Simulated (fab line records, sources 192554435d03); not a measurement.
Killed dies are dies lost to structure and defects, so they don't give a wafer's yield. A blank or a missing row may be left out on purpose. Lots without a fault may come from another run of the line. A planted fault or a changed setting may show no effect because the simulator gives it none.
fab line records | flow n5_finfet
record lots=9 wafers=27 last_day=16
route steps=1938 shown BEOL_M0_SAQP@677 BEOL_M0_CUTY@708 BEOL_M0@716 BEOL_M4@1111 PASSIVATION@1936
lots that met no fault: from a run of the same line without faults
start_h: hours from the record's first day to the start of the lot's first wafer shown | wait_h: hours since the lot's step before | " the same as in the row above | L1.1+2: a row that stands for several wafers | - no value, or no start given | * or withheld: withheld | < > ~ a bound
route shown NAME@n: a module of which the file shows steps, and the number in the route of the first | usual: mean/standard deviation of fault-free wafers | same: alike in all rows | chamber/n: place in a boat | sites: the reading at each site | _std_site: their standard deviation | _edge_site: outer sites' mean less inner sites' | radius_mm: how far each site lies from the wafer's centre | mask NAME#n: copy n | behind: the tool/chamber that last shaped the wafer | hold: why the lot was held/for how many hours/how that ended | device: the transistor (n, p or np) that didn't switch | end of line: the same wafers' tests at the end of the route | a step without rows: its recipe alone | killed: dies lost to structure and defects at the first sort, not the wafer's yield | map: a wafer's dies, x killed, . not, _ none there
set.NAME: the setting as run; set.NAME@STEP: as run at that earlier step | model.NAME: the simulator's own value behind a step, which no gauge read
steps of the route over a sample of lots; a table a step, a row a wafer
services: from which hour (start_h, from the record's first day; less than 0 if before it) a tool's chamber was out of use, for how many hours, and why
## steps
# step N5_BEOL_M0_SAQP_SPACER2_ETCHBACK_27
# recipe chemistry=CHF3/O2 mode=anisotropic_etchback target=SiO2 target_depth_a=225 time_s=11.25 pressure_mtorr=30 source_w=650 bias_w=170 Ar_flow_sccm=200 CHF3_flow_sccm=50 O2_flow_sccm=5 ion_energy_ev=200
# usual chamber_pressure_mTorr=29.999/0.03 drypump_motor_current_A=5.7/0.45 oes_product_au=0.76/0.066 rf_vpp_V=524/18 showerhead_plenum_p_Torr=2.40/0.094 throttle_valve_pct=18.95/0.24
# same time_s=11.25
# columns lot.wafer tool chamber start_h wait_h chamber_pressure_mTorr drypump_motor_current_A oes_product_au rf_hours_counter_h rf_vpp_V showerhead_plenum_p_Torr throttle_valve_pct
L667.1 rie_diel-03 3 120.60 0.3 29.998 5.0 0.75 182 533 2.37 18.95
L667.4 " 2 " " 29.989 5.3 0.71 211 510 2.49 19.18
L667.5 " 0 " " 29.977 5.6 0.74 - 511 2.50 19.41
L669.1 rie_diel-03 0 137.48 0.3 29.961 5.6 0.73 208 509 2.50 19.42
L669.5 " 2 " " 29.969 5.3 0.72 - 510 2.49 19.18
L669.6 " 3 " " 29.973 5.0 0.74 - 532 2.37 18.96
L670.1 rie_diel-02 1 141.98 0.3 30.014 6.3 0.74 181 524 2.42 18.91
L670.2 " 0 " " 30.019 5.3 0.87 25 531 2.36 18.73
L670.3 " 3 " " 30.007 5.5 0.88 35 507 2.57 18.73
L672.1 rie_diel-03 0 156.49 0.3 29.997 5.6 0.72 214 508 2.50 19.43
L672.2 " 1 " " 30.027 5.7 0.75 175 519 2.31 19.13
L672.5 " 1 " " 30.052 5.7 0.75 - 518 2.31 19.12
L675.2 rie_diel-02 0 169.10 0.3 30.005 5.2 0.85 33 531 2.35 18.76
L675.3 " 3 " " 29.991 5.5 0.88 43 508 2.57 18.74
L675.4 " 3 " " 30.006 5.5 0.89 - 510 2.57 18.76
L676.1 rie_diel-02 3 183.83 0.3 29.999 5.5 0.87 48 509 2.56 18.74
L676.2 " 0 " " 30.022 5.3 0.83 38 531 2.35 18.76
L676.5 " 1 " " 30.036 6.3 0.74 - 523 2.41 18.95
L677.2 rie_diel-01 1 187.30 0.3 30.011 6.6 0.69 227 489 2.29 18.65
L677.3 " 0 " " 29.993 5.5 0.89 29 525 2.45 18.61
L677.5 " 2 " " 30.022 5.7 0.71 - 552 2.37 19.31
L678.1 rie_diel-02 2 190.17 0.3 30.014 5.6 0.71 223 535 2.27 18.80
L678.4 " 0 " " 30.030 5.2 0.84 40 532 2.35 18.75
L678.5 " 2 " " 30.013 5.6 0.72 - 534 2.27 18.81
L679.2 rie_diel-02 3 195.89 0.3 29.952 5.5 0.86 52 508 2.56 18.75
L679.4 " 0 " " 30.004 5.2 0.83 42 531 2.35 18.76
L679.5 " 1 " " 29.978 6.3 0.74 - 522 2.41 18.94
# step N5_BEOL_M0_SAQP_STRIP_75
# recipe chemistry=CF4 resist=SiARC power_w=300 bias_power_w=75 pressure_mtorr=50 cf4_flow_sccm=150 rf_frequency_hz=6e+07
# usual chamber_pressure_mTorr=50.00/0.045 drypump_motor_current_A=5.7/0.48 oes_product_au=0.175/0.017 rf_vpp_V=271.1/1.7 showerhead_plenum_p_Torr=1.79/0.051 throttle_valve_pct=13.66/0.27
# columns lot.wafer tool chamber start_h wait_h chamber_pressure_mTorr drypump_motor_current_A oes_product_au rf_hours_counter_h rf_vpp_V showerhead_plenum_p_Torr throttle_valve_pct
L667.1 rie_diel-03 1 122.38 0.1 50.01 5.7 0.180 165 269.3 1.71 13.75
L667.4 " 2 " " 49.96 5.3 0.163 212 273.4 1.84 13.82
L667.5 " 0 " " 50.01 5.6 0.173 - 272.0 1.83 13.91
L669.1 rie_diel-01 2 139.30 0.1 50.01 5.7 0.170 223 269.3 1.78 14.05
L669.5 " 3 " " 50.02 6.6 0.169 - 272.8 1.85 13.74
L669.6 " 2 " " 50.06 5.7 0.162 - 271.9 1.78 14.06
L670.1 rie_diel-02 2 143.66 0.1 50.00 5.6 0.168 208 268.6 1.72 13.71
L670.2 " 3 " " 50.06 5.5 0.209 35 272.2 1.87 13.12
L670.3 " 0 " " 50.00 5.2 0.199 26 270.3 1.78 13.42
L672.1 rie_diel-03 0 158.28 0.1 50.01 5.6 0.160 214 272.3 1.83 13.94
L672.2 " 3 " " 50.00 5.1 0.162 192 271.1 1.79 13.86
L672.5 " 1 " " 50.01 5.7 0.172 - 269.8 1.71 13.76
L675.2 rie_diel-03 2 170.81 0.1 50.00 5.3 0.161 225 271.9 1.84 13.84
L675.3 " 0 " " 49.99 5.6 0.167 218 272.1 1.82 13.94
L675.4 " 3 " " 49.95 5.1 0.173 196 271.8 1.79 13.84
L676.1 rie_diel-02 3 186.83 0.1 49.96 5.5 0.198 49 273.2 1.86 13.17
L676.2 " 2 " " 50.05 5.6 0.163 222 268.2 1.72 13.73
L676.5 " 0 " " 50.08 5.2 0.198 - 270.3 1.77 13.47
L677.2 rie_diel-01 3 189.02 0.1 49.95 6.6 0.160 171 272.5 1.84 13.79
L677.3 " 0 " " 49.99 5.5 0.207 29 271.8 1.82 13.32
L677.5 " 0 " " 49.91 5.5 0.202 - 272.0 1.82 13.31
L678.1 rie_diel-01 0 193.59 0.1 50.01 5.6 0.202 31 271.1 1.82 13.30
L678.4 " 1 " " 49.94 6.6 0.161 229 269.9 1.72 13.53
L678.5 " 0 " " 49.98 5.6 0.217 - 272.4 1.82 13.31
L679.2 rie_diel-03 0 197.43 0.1 50.07 5.7 0.164 226 273.1 1.82 13.99
L679.4 " 3 " " 49.96 5.0 0.164 204 269.9 1.78 13.88
L679.5 " 1 " " 49.91 5.7 0.177 - 268.8 1.71 13.79
# step N5_BEOL_M0_CUTY_CD_MEAS_57
# recipe target_cd_nm=200 landing_energy_ev=500 detector=se_inlens polarity=line
# usual cd_nm=199.9/0.97
# columns lot.wafer tool chamber start_h wait_h cd_nm
L667.1 cd_sem-01 0 122.77 - 199.3
L667.4 " 0 " " 199.1
L667.5 " 0 " " 199.8
L669.1 cd_sem-03 0 139.70 - 201.2
L669.5 " 0 " " 202.2
L669.6 " 0 " " 200.8
L670.1 cd_sem-03 0 144.05 - 201.0
L670.2 " 0 " " 199.6
L670.3 " 0 " " 198.7
L672.1 cd_sem-02 0 158.67 - 198.3
L672.2 " 0 " " 198.8
L672.5 " 0 " " 198.9
L675.2 cd_sem-03 0 171.21 - 199.3
L675.3 " 0 " " 199.6
L675.4 " 0 " " 199.6
L676.1 cd_sem-02 0 187.10 - 199.9
L676.2 " 0 " " 200.6
L676.5 " 0 " " 199.1
L677.2 cd_sem-03 0 189.29 - 200.9
L677.3 " 0 " " 199.5
L677.5 " 0 " " 200.2
L678.1 cd_sem-01 0 193.98 - 199.3
L678.4 " 0 " " 199.4
L678.5 " 0 " " 197.6
L679.2 cd_sem-01 0 197.82 - 198.0
L679.4 " 0 " " 198.7
L679.5 " 0 " " 199.2
# step N5_BEOL_M0_CUTY_INSPECT_59
# recipe mode=adi inspect_instrument=macro
# usual raw_defect_count=2.2/1.4
# columns lot.wafer tool chamber start_h wait_h raw_defect_count
L667.1 defect_inspect-01 - 122.83 0.0 4
L667.4 " - " " 1
L667.5 " - " " 2
L669.1 defect_inspect-01 - 139.75 0.0 0
L669.5 " - " " 2
L669.6 " - " " 2
L670.1 defect_inspect-02 - 144.11 0.0 7
L670.2 " - " " 3
L670.3 " - " " 0
L672.1 defect_inspect-01 - 158.73 0.0 2
L672.2 " - " " 2
L672.5 " - " " 3
L675.2 defect_inspect-01 - 171.26 0.0 2
L675.3 " - " " 2
L675.4 " - " " 3
L676.1 defect_inspect-02 - 187.15 0.0 4
L676.2 " - " " 1
L676.5 " - " " 2
L677.2 defect_inspect-01 - 189.34 0.0 1
L677.3 " - " " 1
L677.5 " - " " 2
L678.1 defect_inspect-02 - 194.03 0.0 3
L678.4 " - " " 45
L678.5 " - " " 3
L679.2 defect_inspect-01 - 197.88 0.0 2
L679.4 " - " " 45
L679.5 " - " " 3
# step N5_BEOL_M0_HM_OPEN_105
# recipe chemistry=Cl2/BCl3 target_depth_a=120 target=TiN ion_energy_ev=150 pressure_mtorr=10 icp_w=1000 bias_w=126 Cl2_flow_sccm=53.25 bcl3_flow_sccm=21.75 Ar_flow_sccm=25
# usual chamber_pressure_mTorr=10.001/0.0092 drypump_motor_current_A=5.48/0.19 mfc_cl2_sccm=53.30/0.17 oes_product_au=0.78/0.12 throttle_valve_pct=21.99/0.16
# columns lot.wafer tool chamber start_h wait_h chamber_pressure_mTorr drypump_motor_current_A mfc_cl2_sccm oes_product_au rf_hours_counter_h throttle_valve_pct
L667.1 rie_metal-02 0 124.26 1.2 10.011 5.50 53.19 0.59 123 22.05
L667.4 " 0 " " 9.994 5.50 53.21 0.58 - 22.06
L667.5 " 1 " " 10.013 5.34 53.38 0.92 - 22.04
L669.1 rie_metal-02 1 140.58 0.5 10.005 5.39 53.61 0.90 15 22.07
L669.5 " 0 " " 9.991 5.48 53.36 0.58 - 22.05
L669.6 " 1 " " 9.997 5.37 53.39 0.90 - 22.06
L670.1 rie_metal-02 1 144.45 0.1 9.991 5.36 53.62 0.92 15 22.04
L670.2 " 0 " " 10.007 5.50 53.07 0.59 124 22.06
L670.3 " 1 " " 9.995 5.40 53.53 0.91 - 22.05
L672.1 rie_metal-02 1 161.47 2.4 10.010 5.33 52.95 0.92 17 22.03
L672.2 " 0 " " 9.999 5.48 52.99 0.58 126 22.06
L672.5 " 0 " " 9.985 5.49 53.17 0.58 - 22.06
L675.2 rie_metal-03 1 173.08 1.5 9.991 5.50 53.32 0.67 102 22.25
L675.3 " 1 " " 10.007 5.50 53.31 0.68 - 22.24
L675.4 " 0 " " 10.000 5.23 53.19 0.79 - 21.91
L677.2 rie_metal-02 1 190.30 0.5 9.993 5.34 53.10 0.88 19 22.05
L677.3 " 0 " " 10.006 5.48 53.38 0.58 - 22.08
L677.5 " 1 " " 10.005 5.36 53.08 0.89 - 22.05
L676.1 rie_metal-03 0 190.38 2.6 10.011 5.19 53.70 0.78 35 21.91
L676.2 " 1 " " 9.992 5.48 52.99 0.68 103 22.25
L676.5 " 1 " " 10.009 5.46 53.13 0.68 - 22.24
L678.1 rie_metal-01 0 194.81 0.5 10.011 5.87 53.48 0.77 45 21.84
L678.4 " 0 " " 9.993 5.88 53.31 0.77 - 21.85
L678.5 " 1 " " 10.003 5.58 53.61 0.87 - 21.74
L679.2 rie_metal-02 0 198.44 0.3 10.010 5.50 53.39 0.58 129 22.09
L679.4 " 0 " " 10.015 5.48 53.33 0.58 - 22.05
L679.5 " 1 " " 10.003 5.32 53.32 0.88 - 22.05
# step N5_BEOL_M4_RC_MEAS_101
# usual DIBL_N=36.0/2.5 DIBL_P=36.7/3 IOFF_N=0.16/0.043 IOFF_P=0.21/0.049 ION_N=673/15 ION_P=461/9.8 SS_N=71.5/0.83 SS_P=73.4/0.83 VT_N=250/4 VT_P=-251/4
# columns lot.wafer tool chamber start_h wait_h DIBL_N[mV/V] DIBL_P[mV/V] IOFF_N[nA/um] IOFF_P[nA/um] ION_N[uA/um] ION_P[uA/um] SS_N[mV/dec] SS_P[mV/dec] VT_N[mV] VT_P[mV]
L667.1 prober-02 0 180.56 0.0 36.6 37.3 0.18 0.19 697 468 71.9 74.1 248 -254
L667.4 " 0 " " 38.3 38.7 0.20 0.22 686 459 72.2 74.5 247 -251
L667.5 " 0 " " 34.3 34.4 0.13 0.16 676 463 70.9 73.0 254 -255
L669.1 prober-01 0 186.86 0.0 29.9 30.0 0.09 0.13 677 470 69.7 71.6 256 -257
L669.5 " 0 " " 35.4 36.9 0.16 0.22 671 467 71.6 72.5 245 -249
L669.6 " 0 " " 32.0 32.9 0.11 0.17 675 475 71.5 71.8 254 -250
L670.1 prober-01 0 192.36 0.0 40.5 41.9 0.23 0.29 687 465 72.0 73.8 244 -245
L670.2 " 0 " " 32.2 32.5 0.09 0.15 647 452 69.8 71.4 258 -253
L670.3 " 0 " " 38.0 39.1 0.18 0.24 681 465 71.5 73.0 248 -247
L672.1 prober-02 0 212.67 0.0 30.3 32.5 0.10 0.14 645 441 71.2 71.8 256 -257
L672.2 " 0 " " 31.6 34.5 0.12 0.16 651 453 70.9 72.6 252 -254
L672.5 " 0 " " 36.3 39.7 0.23 0.26 681 464 73.6 73.7 244 -246
L675.2 prober-02 0 220.05 0.2 39.1 38.4 0.18 0.22 668 457 72.7 74.4 251 -251
L675.3 " 0 " " 37.2 37.8 0.15 0.21 665 455 71.9 73.5 251 -252
L675.4 " 0 " " 34.3 34.9 0.12 0.18 651 456 70.4 73.3 254 -255
L677.2 prober-02 0 237.25 0.2 34.1 31.5 0.12 0.19 685 473 70.1 72.6 253 -250
L677.3 " 0 " " 34.7 31.4 0.11 0.18 651 455 71.0 72.2 256 -248
L677.5 " 0 " " 35.0 31.5 0.13 0.20 662 466 70.8 72.7 253 -248
L678.1 prober-01 0 239.40 0.0 38.9 38.3 0.19 0.23 687 462 72.6 74.1 248 -250
L678.4 " 0 " " 33.3 32.8 0.10 0.16 648 446 70.9 72.7 258 -253
L678.5 " 0 " " 36.2 35.1 0.14 0.18 654 446 72.4 73.5 253 -251
L676.1 prober-02 0 242.03 0.0 39.5 40.3 0.23 0.28 685 460 72.8 74.4 245 -247
L676.2 " 0 " " 35.1 34.3 0.14 0.19 686 473 70.6 73.1 252 -254
L676.5 " 0 " " 37.1 36.4 0.19 0.21 678 457 71.6 73.3 247 -253
L679.2 prober-01 0 243.50 0.2 41.8 41.4 0.27 0.32 684 462 73.2 74.9 247 -244
L679.4 " 0 " " 34.5 32.9 0.13 0.18 668 462 70.4 72.5 251 -251
L679.5 " 0 " " 35.7 33.3 0.13 0.18 650 447 71.9 73.4 256 -251
# step N5_PASSIVATION_PROBE_49
# usual defect_limited_yield=91.1/1.5 killed_at_M0_to_M3=37/11 killed_at_M4_up=13/5.6 killed_at_contacts=12/5.6 killed_at_front_end=39/11 killed_at_other=4/3.1 killed_dies=105/18 killed_open=69/13 killed_short=35/7.4 sort_bin_5_function=5.1/0.92 sort_bin_6_memory=3.4/0.76 sort_bin_8_speed=0.02/0.11 sort_n_pass=1075/18 sort_yield_pct=91.1/1.5
# same gross_dies=1180 killed_at_back_side=0 sort_bin_4_leakage[%]=0
# columns lot.wafer tool chamber start_h wait_h defect_limited_yield[%] killed_at_M0_to_M3 killed_at_M4_up killed_at_contacts killed_at_front_end killed_at_other killed_dies killed_open killed_short sort_bin_5_function[%] sort_bin_6_memory[%] sort_bin_8_speed[%] sort_n_pass sort_yield_pct[%]
L675.2 prober-02 - 326.44 0.1 90.1 35 20 15 41 6 117 70 38 5.5 3.1 0 1063 90.1
L675.3 prober-02 - 326.49 0.1 88.6 54 13 16 39 12 134 101 32 6.7 4.4 0 1046 88.6
L675.4 prober-02 - 326.54 0.2 90.3 41 18 14 38 4 115 73 40 5.9 3.6 0 1065 90.3
L678.1 prober-01 - 354.93 0.0 91.3 30 17 9 39 8 103 64 39 5.7 2.7 0 1077 91.3
L678.4 prober-01 - 355.08 0.2 90.4 60 12 10 27 4 113 46 31 5.8 3.1 0.17 1065 90.3
L678.5 prober-01 - 355.13 0.2 93.9 18 16 13 22 3 72 51 21 3.6 2.2 0 1108 93.9
L679.2 prober-01 - 381.27 0.1 92.5 38 11 13 23 4 89 62 27 4.4 3.0 0 1091 92.5
L679.4 prober-01 - 381.37 0.2 85.8 93 16 18 34 7 168 86 45 8.8 5.1 0 1012 85.8
L679.5 prober-01 - 381.42 0.2 92.1 25 9 10 37 12 93 59 34 5.0 2.4 0 1087 92.1
# killed by level:class
L675.2 BEOL_M2:geometric_particle:open=12 MOL_CONTACT_COAG:geometric_particle:open=10 FIN_SAQP:geometric_particle:short=9 STI_FIN_REVEAL:geometric_particle:open=9 BEOL_M3:geometric_particle:open=7 HKMG_FIN:area_etch=7 BEOL_M0_SAQP:geometric_particle:short=6 MOL_CONTACT_COAG:geometric_particle:short=5
L675.3 BEOL_M0_SAQP:geometric_particle:open=18 BEOL_M3:geometric_particle:open=17 MOL_CONTACT_COAG:geometric_particle:open=15 FIN_SAQP:geometric_particle:open=8 BEOL_M4:geometric_particle:open=8 STI_FIN_REVEAL:geometric_particle:open=7 BEOL_M0_SAQP:geometric_particle:short=6 BEOL_M1:geometric_particle:open=6
L675.4 BEOL_M3:geometric_particle:open=13 MOL_CONTACT_COAG:geometric_particle:open=9 BEOL_M4:geometric_particle:open=8 BEOL_M0_SAQP:geometric_particle:open=7 BEOL_M1:geometric_particle:open=6 FIN_SAQP:geometric_particle:short=5 MOL_CONTACT_COAG:geometric_particle:short=5 DUMMY_GATE:geometric_particle:short=4
L678.1 FIN_SAQP:geometric_particle:short=10 FIN_SAQP:geometric_particle:open=10 BEOL_M4:geometric_particle:open=10 BEOL_M0_SAQP:geometric_particle:short=8 BEOL_M0_SAQP:geometric_particle:open=6 MOL_CONTACT_COAG:geometric_particle:short=5 BEOL_M3:geometric_particle:open=5 STARTING-WAFER:geometric_particle:open=5
L678.4 BEOL_M0_SAQP:unspecified=36 MOL_CONTACT_COAG:geometric_particle:open=7 BEOL_M0_SAQP:geometric_particle:open=5 BEOL_M1:geometric_particle:open=5 FIN_SAQP:geometric_particle:open=4 BEOL_M0_SAQP:geometric_particle:short=4 BEOL_M5:geometric_particle:open=4 FIN_SAQP:geometric_particle:short=3
L678.5 MOL_CONTACT_COAG:geometric_particle:open=11 BEOL_M4:geometric_particle:open=7 BEOL_M1:geometric_particle:open=7 STI_FIN_REVEAL:geometric_particle:open=6 BEOL_M0_SAQP:geometric_particle:short=4 FIN_SAQP:geometric_particle:open=3 BEOL_M3:geometric_particle:open=3 BEOL_M6:geometric_particle:open=3
L679.2 BEOL_M0_SAQP:geometric_particle:open=12 MOL_CONTACT_COAG:geometric_particle:open=8 BEOL_M3:geometric_particle:open=8 STI_FIN_REVEAL:geometric_particle:open=5 MOL_CONTACT_COAG:geometric_particle:short=5 BEOL_M3:geometric_particle:short=5 BEOL_M0_SAQP:geometric_particle:short=4 FIN_SAQP:geometric_particle:open=3
L679.4 BEOL_M0_SAQP:unspecified=35 BEOL_M0_SAQP:geometric_particle:open=20 BEOL_M0_SAQP:geometric_particle:short=18 MOL_CONTACT_COAG:geometric_particle:open=15 FIN_SAQP:geometric_particle:short=10 BEOL_M4:geometric_particle:open=8 BEOL_M3:geometric_particle:open=7 BEOL_M2:geometric_particle:open=6
L679.5 BEOL_M0_SAQP:geometric_particle:open=10 FIN_SAQP:geometric_particle:short=7 MOL_CONTACT_COAG:geometric_particle:open=7 BEOL_M3:geometric_particle:open=7 DUMMY_GATE:geometric_particle:open=6 BEOL_M5:geometric_particle:open=6 PASS1_CAP:geometric_particle:short=5 FIN_SAQP:geometric_particle:open=4
## services
# columns tool chamber start_h hours kind
rie_metal-01 - 100.53 2.8 pm
rie_metal-01 0 133.41 1.5 repair
## key
first_sign step=N5_BEOL_M0_CUTY_INSPECT_59 reading=raw_defect_count direction=up sigmas=30 usual=2.2 struck=45
effect step=N5_PASSIVATION_PROBE_49 reading=killed_at_M0_to_M3 direction=up sigmas=3.6 usual=37 struck=76
more_kills_born_at N5_BEOL_M0_SAQP_SPACER2_ETCHBACK_27@rie_diel-02=71
met_at N5_BEOL_M0_SAQP_SPACER2_ETCHBACK_27
struck_lots L678,L679
struck_wafers L678.4,L679.4
not_acting_at N5_BEOL_M0_SAQP_STRIP_75,N5_BEOL_M0_CUTY_CD_MEAS_57,N5_BEOL_M0_HM_OPEN_105
onset_between 183.83 190.17
fault kind=chamber_particle_source tool=rie_diel-02 chamber=0 onset_h=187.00 steps=N5_BEOL_M0_SAQP_SPACER2_ETCHBACK_27 rate_per_visit_cm2=0.065451 end_h=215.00
